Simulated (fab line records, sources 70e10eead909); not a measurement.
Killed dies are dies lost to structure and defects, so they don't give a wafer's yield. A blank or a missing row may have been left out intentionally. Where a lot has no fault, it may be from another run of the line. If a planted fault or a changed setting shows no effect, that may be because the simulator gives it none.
fab line records + flow nandHarc
record
- lots=7
- wafers=20
- lastDay=32
route steps=1302 shown A_DECK1_JOINT@533 A_ONON_D2@545 END@1302
lots that met no fault: taken from a fault-free run of the same line
startH: the number of hours between the record's first day and the start of the first shown wafer of the lot + waitH: time in hours since the lot's previous step + " repeats the value in the row above + L1.1+2: a single row standing in for several wafers + - no value, or no start was given + * or withheld: withheld + < > ~ a bound
route shown NAME@n: NAME is a module with steps in the file, n the number in the route of the first one + usual: mean/standard deviation taken from wafers without a fault + same: alike in all rows + chamber/n: place in a boat + sites: each site's reading + _std_site: standard deviation of those values + _edge_site: inner sites' mean taken away from outer sites' mean + radiusMm: how far each site lies from the wafer's centre + mask NAME#n: copy n + behind: the most recent tool/chamber to have shaped the wafer + hold: what put the lot on hold/how long, in hours/how the hold closed + device: transistor that didn't switch, given as n, p or np + end of line: at the end of the route, the tests of the same wafers + a step given without rows: its recipe and nothing more + killed: not the wafer's yield, but the dies lost to structure and defects at the first sort + map: a wafer's dies, x killed, . not, _ none there
set.NAME: the setting the step ran with; set.NAME@STEP: the setting that earlier step ran with + model.NAME: the simulator's own value behind a step, which no gauge read
lots at some steps of the route; a table a step, a row a wafer
services: a tool's chamber out of use, with start hour (startH, from the record's first day; less than 0 if before it), hours out, and reason
## steps
# step NHARC_A_DECK1_JOINT_CVD_34
# recipe
- targetThkA=200
- tempC=700
- pressureMtorr=300
- material=SiNx
# step NHARC_A_DECK1_JOINT_DEP_06
# recipe
- targetThkA=800
- tempC=65
- material=SiOx
# step NHARC_A_DECK1_JOINT_CURE_26
# recipe
- tempC=150
- timeS=32
- pressureAtm=0.395
# step NHARC_A_DECK1_JOINT_ANNEAL_27
# recipe
- tempC=400
- timeS=3600
- idleTempC=300
- rampUpCPerMin=10
- densificationPH2oTorr=640
# step NHARC_A_DECK1_JOINT_ANNEAL_28
# recipe
- tempC=500
- timeS=1800
- idleTempC=400
- rampUpCPerMin=10
- densificationPH2oTorr=640
# step NHARC_A_DECK1_JOINT_ANNEAL_29
# recipe
- tempC=750
- timeS=1800
- idleTempC=500
- rampUpCPerMin=10
- rampDownCPerMin=3
# step NHARC_A_DECK1_JOINT_CMP_02
# recipe
- material=SiOx
# usual
- motorCurrentA=11.9/1.4
| lot.wafer | tool   | chamber | startH | waitH | motorCurrentA |
|-----------|--------|---------|--------|-------|---------------|
| L359.3    | cmp-01 | 1       | 294.88 | 0.4   | 15.7          |
| L359.1    | "      | 3       | "      | "     | 11.0          |
| L359.5    | "      | 0       | "      | "     | 10.5          |
| L360.2    | cmp-02 | 2       | 312.37 | 0.4   | 10.9          |
| L360.5    | "      | 3       | "      | "     | 11.8          |
| L362.1    | cmp-01 | 3       | 321.48 | 0.4   | 11.2          |
| L362.3    | "      | 1       | "      | "     | 15.6          |
| L362.5    | "      | 0       | "      | "     | 10.0          |
| L364.4    | cmp-01 | 0       | 351.92 | 0.4   | 10.3          |
| L364.2    | "      | 1       | "      | "     | 15.2          |
| L364.3    | "      | 2       | "      | "     | 12.1          |
| L372.4    | cmp-02 | 1       | 416.41 | 0.4   | 13.2          |
| L372.1    | "      | 2       | "      | "     | 10.6          |
| L372.5    | "      | 1       | "      | "     | 14.1          |
| L373.3    | cmp-02 | 2       | 440.09 | 0.4   | 11.2          |
| L373.2    | "      | 3       | "      | "     | 11.8          |
| L373.6    | "      | 2       | "      | "     | 11.6          |
| L378.2    | cmp-01 | 1       | 485.59 | 0.4   | 15.1          |
| L378.5    | "      | 3       | "      | "     | 11.5          |
| L378.6    | "      | 0       | "      | "     | 10.6          |
# step NHARC_A_DECK1_JOINT_SRD_15
# step NHARC_A_DECK1_JOINT_DEP_16
# recipe
- targetThkA=450
- tempC=400
- pressureTorr=6.5
- rfW=900
- teosFlowSccm=161.4
- flowSccm=2650
- targetThkNm=45
- gas=O2
- material=SiO2
# usual
- heaterPowerW=521/91
- mfcPrecursorSccm=161.4/0.45
- throttleValvePct=16.0/0.32
| lot.wafer | tool     | chamber | startH | waitH | heaterPowerW | mfcPrecursorSccm | throttleValvePct |
|-----------|----------|---------|--------|-------|--------------|------------------|------------------|
| L359.3    | pecvd-03 | 0       | 295.24 | 0.1   | 393          | 161.6            | 16.2             |
| L359.1    | "        | 2       | "      | "     | 538          | 160.9            | 15.7             |
| L359.5    | "        | 2       | "      | "     | 541          | 161.0            | 15.7             |
| L360.2    | pecvd-02 | 2       | 312.71 | 0.1   | 490          | 161.6            | 16.0             |
| L360.5    | "        | 0       | "      | "     | 602          | 161.7            | 16.6             |
| L362.1    | pecvd-03 | 1       | 321.89 | 0.1   | 572          | 161.5            | 15.5             |
| L362.3    | "        | 2       | "      | "     | 416          | 160.6            | 15.9             |
| L362.5    | "        | 2       | "      | "     | 417          | 161.1            | 15.8             |
| L364.2    | pecvd-03 | 1       | 352.31 | 0.1   | 579          | 160.7            | 15.8             |
| L364.3    | "        | 2       | "      | "     | 526          | 161.0            | 15.7             |
| L364.4    | "        | 2       | "      | "     | 516          | 161.8            | 15.7             |
| L372.1    | pecvd-03 | 1       | 416.79 | 0.1   | 554          | 160.7            | 15.5             |
| L372.5    | "        | 2       | "      | "     | 500          | 161.1            | 15.5             |
| L372.4    | "        | 0       | "      | "     | 339          | 161.9            | 15.8             |
| L373.3    | pecvd-03 | 2       | 440.51 | 0.1   | 465          | 161.3            | 15.6             |
| L373.2    | "        | 0       | "      | "     | 434          | 162.1            | 16.0             |
| L373.6    | "        | 2       | "      | "     | 460          | 160.8            | 16.0             |
| L378.2    | pecvd-01 | 1       | 485.93 | 0.1   | 712          | 161.0            | 15.9             |
| L378.5    | "        | 2       | "      | "     | 604          | 160.9            | 16.2             |
| L378.6    | "        | 0       | "      | "     | 415          | 161.3            | 16.5             |
# step NHARC_A_DECK1_JOINT_THK_MEAS_17
# recipe
- thkMeasGauge=ellipsometry
# usual
- thkNm=45.2/1.1
| lot.wafer | tool         | chamber | startH | waitH | thkNm |
|-----------|--------------|---------|--------|-------|-------|
| L359.1    | filmMetro-02 | -       | 295.52 | 0.2   | 45.2  |
| L359.3    | "            | -       | "      | "     | 46.0  |
| L359.5    | "            | -       | "      | "     | 46.2  |
| L360.2    | filmMetro-01 | -       | 312.96 | 0.2   | 45.4  |
| L360.5    | "            | -       | "      | "     | 45.1  |
| L362.1    | filmMetro-01 | -       | 322.14 | 0.2   | 47.1  |
| L362.3    | "            | -       | "      | "     | 43.9  |
| L362.5    | "            | -       | "      | "     | 45.0  |
| L364.2    | filmMetro-01 | -       | 352.56 | 0.2   | 47.8  |
| L364.3    | "            | -       | "      | "     | 44.6  |
| L364.4    | "            | -       | "      | "     | 44.5  |
| L372.1    | filmMetro-02 | -       | 417.07 | 0.3   | 44.0  |
| L372.4    | "            | -       | "      | "     | 44.7  |
| L372.5    | "            | -       | "      | "     | 45.8  |
| L373.2    | filmMetro-02 | -       | 440.76 | 0.2   | 43.9  |
| L373.3    | "            | -       | "      | "     | 45.5  |
| L373.6    | "            | -       | "      | "     | 45.9  |
| L378.2    | filmMetro-01 | -       | 486.21 | 0.3   | 46.4  |
| L378.5    | "            | -       | "      | "     | 46.5  |
| L378.6    | "            | -       | "      | "     | 44.9  |
# step NHARC_A_DECK1_JOINT_INSPECT_05
# usual
- rawDefectCount=330/120
| lot.wafer | tool             | chamber | startH | waitH | rawDefectCount |
|-----------|------------------|---------|--------|-------|----------------|
| L359.1    | defectInspect-02 | -       | 295.56 | 0.0   | 351            |
| L359.3    | "                | -       | "      | "     | 339            |
| L359.5    | "                | -       | "      | "     | 175            |
| L360.2    | defectInspect-01 | -       | 313.00 | 0.0   | 358            |
| L360.5    | "                | -       | "      | "     | 250            |
| L362.1    | defectInspect-01 | -       | 322.18 | 0.0   | 671            |
| L362.3    | "                | -       | "      | "     | 422            |
| L362.5    | "                | -       | "      | "     | 501            |
| L364.2    | defectInspect-02 | -       | 352.60 | 0.0   | 290            |
| L364.3    | "                | -       | "      | "     | 262            |
| L364.4    | "                | -       | "      | "     | 468            |
| L372.1    | defectInspect-01 | -       | 417.11 | 0.0   | 318            |
| L372.4    | "                | -       | "      | "     | 266            |
| L372.5    | "                | -       | "      | "     | 260            |
| L373.2    | defectInspect-02 | -       | 440.80 | 0.0   | 533            |
| L373.3    | "                | -       | "      | "     | 207            |
| L373.6    | "                | -       | "      | "     | 199            |
| L378.2    | defectInspect-01 | -       | 486.25 | 0.0   | 333            |
| L378.5    | "                | -       | "      | "     | 295            |
| L378.6    | "                | -       | "      | "     | 199            |
# step NHARC_A_ONON_D2_DEP_00
# recipe
- targetThkA=10000
- n2FlowSccm=2750
- n2oFlowSccm=2000
- nh3FlowSccm=500
- sih4FlowSccm=210
- tempC=400
# usual
- n2FlowSccm=2752/7.3
| lot.wafer | tool         | chamber | startH | waitH | n2FlowSccm |
|-----------|--------------|---------|--------|-------|------------|
| L359.1    | pecvdOnon-01 | 0       | 295.63 | 0.1   | 2741       |
| L359.3    | "            | 0       | "      | "     | 2743       |
| L359.5    | "            | 0       | "      | "     | 2764       |
| L360.2    | pecvdOnon-01 | 0       | 313.12 | 0.1   | 2761       |
| L360.5    | "            | 0       | "      | "     | 2763       |
| L362.1    | pecvdOnon-01 | 0       | 322.24 | 0.1   | 2750       |
| L362.3    | "            | 0       | "      | "     | 2752       |
| L362.5    | "            | 0       | "      | "     | 2757       |
| L364.2    | pecvdOnon-01 | 0       | 352.72 | 0.1   | 2755       |
| L364.3    | "            | 0       | "      | "     | 2745       |
| L364.4    | "            | 0       | "      | "     | 2756       |
| L372.1    | pecvdOnon-01 | 0       | 417.18 | 0.1   | 2761       |
| L372.4    | "            | 0       | "      | "     | 2763       |
| L372.5    | "            | 0       | "      | "     | 2763       |
| L373.2    | pecvdOnon-01 | 0       | 440.92 | 0.1   | 2744       |
| L373.3    | "            | 0       | "      | "     | 2750       |
| L373.6    | "            | 0       | "      | "     | 2746       |
| L378.2    | pecvdOnon-02 | 0       | 486.37 | 0.1   | 2756       |
| L378.5    | "            | 0       | "      | "     | 2756       |
| L378.6    | "            | 0       | "      | "     | 2748       |
# step NHARC_A_ONON_D2_THK_MEAS_02
# recipe
- thkMeasGauge=ellipsometry
# usual
- thkNm=1001/7.9
| lot.wafer | tool         | chamber | startH | waitH | thkNm |
|-----------|--------------|---------|--------|-------|-------|
| L359.1    | filmMetro-02 | -       | 296.14 | -     | 1012  |
| L359.3    | "            | -       | "      | "     | 1012  |
| L359.5    | "            | -       | "      | "     | 1011  |
| L360.2    | filmMetro-02 | -       | 313.57 | -     | 1005  |
| L360.5    | "            | -       | "      | "     | 622   |
| L362.1    | filmMetro-01 | -       | 322.75 | -     | 1004  |
| L362.3    | "            | -       | "      | "     | 1003  |
| L362.5    | "            | -       | "      | "     | 623   |
| L364.2    | filmMetro-02 | -       | 353.18 | -     | 1007  |
| L364.3    | "            | -       | "      | "     | 1008  |
| L364.4    | "            | -       | "      | "     | 622   |
| L372.1    | filmMetro-01 | -       | 417.68 | -     | 995   |
| L372.4    | "            | -       | "      | "     | 995   |
| L372.5    | "            | -       | "      | "     | 996   |
| L373.2    | filmMetro-01 | -       | 441.37 | -     | 988   |
| L373.3    | "            | -       | "      | "     | 988   |
| L373.6    | "            | -       | "      | "     | 986   |
| L378.2    | filmMetro-01 | -       | 486.82 | -     | 999   |
| L378.5    | "            | -       | "      | "     | 1001  |
| L378.6    | "            | -       | "      | "     | 999   |
# step NHARC_A_ONON_D2_DEP_03
# recipe
- targetThkA=10000
- n2FlowSccm=2750
- n2oFlowSccm=2000
- nh3FlowSccm=500
- sih4FlowSccm=210
- tempC=400
# step NHARC_END_SORT_01
# recipe
- tempC=25
# usual
- killedAtArray=55/20
- killedAtOther=1.2/1.3
- killedAtPeriphery=4.0/3
- killedDies=60/21
- killedOpen=3.2/1.9
- killedShort=2.5/1.6
# same
- grossDies=677
| lot.wafer | tool      | chamber | startH | waitH | killedAtArray | killedAtOther | killedAtPeriphery | killedDies | killedOpen | killedShort |
|-----------|-----------|---------|--------|-------|---------------|---------------|-------------------|------------|------------|-------------|
| L360.5    | prober-02 | 0       | 591.96 | 3.8   | 668           | 0             | 9                 | 677        | 4          | 3           |
| L362.5    | prober-02 | 0       | 609.11 | 3.7   | 674           | 0             | 3                 | 677        | 6          | 0           |
| L364.4    | prober-02 | 0       | 632.65 | 3.4   | 673           | 2             | 2                 | 677        | 3          | 3           |
# killed by level:class
L360.5 A_ONON_D2:areaDep=644 A_CHANNEL_HOLE_D2:chamberFilmFlake=8 A_CONTACT:chamberFilmFlake=4 A_CHANNEL_FILL_D1:geometricParticle:open=3 P_M1:chamberFilmFlake=3 A_CHANNEL_HOLE_D1:chamberFilmFlake=3 P_GATE:chamberFilmFlake=2 P_M0:chamberFilmFlake=2
L362.5 A_ONON_D2:areaDep=628 A_CHANNEL_HOLE_D1:chamberFilmFlake=31 A_SLIT:chamberFilmFlake=3 P_M0:geometricParticle:open=2 A_DECK1_JOINT:geometricParticle:open=2 A_CHANNEL_FILL_D1:chamberFilmFlake=2 A_CHANNEL_HOLE_D2:chamberFilmFlake=2 A_CONTACT:chamberFilmFlake=2
L364.4 A_ONON_D2:areaDep=606 A_CHANNEL_HOLE_D2:chamberFilmFlake=35 A_SLIT:chamberFilmFlake=20 A_SGD_CUT:chamberFilmFlake=6 THIN_TSV:chamberFilmFlake=2 P_CONTACT:geometricParticle:short=1 A_DECK1_JOINT:geometricParticle:short=1 A_ONON_D2:geometricParticle:open=1
# map L360.5 (x killed, . not)
____________x____________
_________xxxxxxx_________
_______xxxxxxxxxxx_______
______xxxxxxxxxxxxx______
_____xxxxxxxxxxxxxxx_____
____xxxxxxxxxxxxxxxxx____
____xxxxxxxxxxxxxxxxx____
___xxxxxxxxxxxxxxxxxxx___
___xxxxxxxxxxxxxxxxxxx___
__xxxxxxxxxxxxxxxxxxxxx__
__xxxxxxxxxxxxxxxxxxxxx__
_xxxxxxxxxxxxxxxxxxxxxxx_
_xxxxxxxxxxxxxxxxxxxxxxx_
_xxxxxxxxxxxxxxxxxxxxxxx_
_xxxxxxxxxxxxxxxxxxxxxxx_
_xxxxxxxxxxxxxxxxxxxxxxx_
xxxxxxxxxxxxxxxxxxxxxxxxx
xxxxxxxxxxxxxxxxxxxxxxxxx
xxxxxxxxxxxxxxxxxxxxxxxxx
xxxxxxxxxxxxxxxxxxxxxxxxx
xxxxxxxxxxxxxxxxxxxxxxxxx
_xxxxxxxxxxxxxxxxxxxxxxx_
_xxxxxxxxxxxxxxxxxxxxxxx_
_xxxxxxxxxxxxxxxxxxxxxxx_
_xxxxxxxxxxxxxxxxxxxxxxx_
_xxxxxxxxxxxxxxxxxxxxxxx_
__xxxxxxxxxxxxxxxxxxxxx__
__xxxxxxxxxxxxxxxxxxxxx__
___xxxxxxxxxxxxxxxxxxx___
___xxxxxxxxxxxxxxxxxxx___
____xxxxxxxxxxxxxxxxx____
____xxxxxxxxxxxxxxxxx____
_____xxxxxxxxxxxxxxx_____
______xxxxxxxxxxxxx______
_______xxxxxxxxxxx_______
_________xxxxxxx_________
____________x____________
# map L362.5 (x killed, . not)
____________x____________
_________xxxxxxx_________
_______xxxxxxxxxxx_______
______xxxxxxxxxxxxx______
_____xxxxxxxxxxxxxxx_____
____xxxxxxxxxxxxxxxxx____
____xxxxxxxxxxxxxxxxx____
___xxxxxxxxxxxxxxxxxxx___
___xxxxxxxxxxxxxxxxxxx___
__xxxxxxxxxxxxxxxxxxxxx__
__xxxxxxxxxxxxxxxxxxxxx__
_xxxxxxxxxxxxxxxxxxxxxxx_
_xxxxxxxxxxxxxxxxxxxxxxx_
_xxxxxxxxxxxxxxxxxxxxxxx_
_xxxxxxxxxxxxxxxxxxxxxxx_
_xxxxxxxxxxxxxxxxxxxxxxx_
xxxxxxxxxxxxxxxxxxxxxxxxx
xxxxxxxxxxxxxxxxxxxxxxxxx
xxxxxxxxxxxxxxxxxxxxxxxxx
xxxxxxxxxxxxxxxxxxxxxxxxx
xxxxxxxxxxxxxxxxxxxxxxxxx
_xxxxxxxxxxxxxxxxxxxxxxx_
_xxxxxxxxxxxxxxxxxxxxxxx_
_xxxxxxxxxxxxxxxxxxxxxxx_
_xxxxxxxxxxxxxxxxxxxxxxx_
_xxxxxxxxxxxxxxxxxxxxxxx_
__xxxxxxxxxxxxxxxxxxxxx__
__xxxxxxxxxxxxxxxxxxxxx__
___xxxxxxxxxxxxxxxxxxx___
___xxxxxxxxxxxxxxxxxxx___
____xxxxxxxxxxxxxxxxx____
____xxxxxxxxxxxxxxxxx____
_____xxxxxxxxxxxxxxx_____
______xxxxxxxxxxxxx______
_______xxxxxxxxxxx_______
_________xxxxxxx_________
____________x____________
## services
| tool         | chamber | startH | hours | kind      |
|--------------|---------|--------|-------|-----------|
| cmp-02       | -       | 273.48 | 0.8   | repair    |
| cmp-01       | -       | 276.02 | 3.8   | repair    |
| cmp-01       | -       | 283.50 | 4.0   | pm        |
| pecvd-03     | 0       | 295.80 | 9.8   | repair    |
| pecvd-01     | 1       | 295.95 | 13.5  | repair    |
| pecvd-01     | -       | 311.00 | 13.0  | pm        |
| cmp-02       | -       | 330.50 | 4.0   | pm        |
| cmp-01       | -       | 356.69 | 3.4   | repair    |
| pecvd-01     | 1       | 360.53 | 10.4  | repair    |
| pecvd-03     | -       | 366.00 | 13.0  | pm        |
| pecvd-03     | 0       | 366.00 | 13.0  | ventCycle |
| pecvd-03     | 1       | 366.00 | 13.0  | ventCycle |
| pecvd-03     | 2       | 366.00 | 13.0  | ventCycle |
| pecvdOnon-02 | -       | 366.32 | 13.0  | pm        |
| pecvd-03     | 0       | 379.00 | -     | clean     |
| cmp-01       | -       | 381.50 | 4.0   | pm        |
| cmp-02       | -       | 391.54 | 1.1   | repair    |
| pecvd-02     | -       | 408.14 | 13.0  | pm        |
| cmp-02       | -       | 428.50 | 4.0   | pm        |
| pecvd-01     | 0       | 431.89 | 2.6   | repair    |
| pecvdOnon-01 | -       | 450.00 | 13.0  | pm        |
| pecvd-02     | 1       | 466.09 | 3.3   | repair    |
| cmp-01       | -       | 479.50 | 4.0   | pm        |
| pecvdOnon-01 | -       | 484.97 | 2.6   | repair    |
## key
firstSign
- step=NHARC_A_ONON_D2_THK_MEAS_02
- reading=thkNm
- direction=down
- sigmas=48
- usual=1001
- struck=622
effect
- step=NHARC_END_SORT_01
- reading=killedAtArray
- direction=up
- sigmas=30
- usual=55
- struck=672
moreKillsBornAt
- NHARC_A_ONON_D2_DEP_00@pecvdOnon-01=1878
metAt NHARC_A_ONON_D2_DEP_00
struckWafers L360.5,L362.5,L364.4
laterRowsLeftOut L360.5,L362.5,L364.4
testerLeftOut L360,L362,L364
onsetBetween 295.63 313.12
fault
- kind=processParameterDrift
- tool=pecvdOnon-01
- chamber=-
- onsetH=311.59
- steps=NHARC_A_ONON_D2_DEP_00
- channel=targetThkA
- offset=*
- shape=step
- endH=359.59
- scope=struckWafersOnly
- actsIn=*
- stated=*
# testerLeftOut: of these lots the tester's yield and bins aren't shown, on N5 and GAA mostly nor the transistor test; their killed dies are dies lost to structure and defects alone, not to doping, threshold or leakage, so they don't give the yield
# laterRowsLeftOut: the simulator's readings of these wafers behind a module that went badly wrong aren't trusted and aren't shown, but for the sort
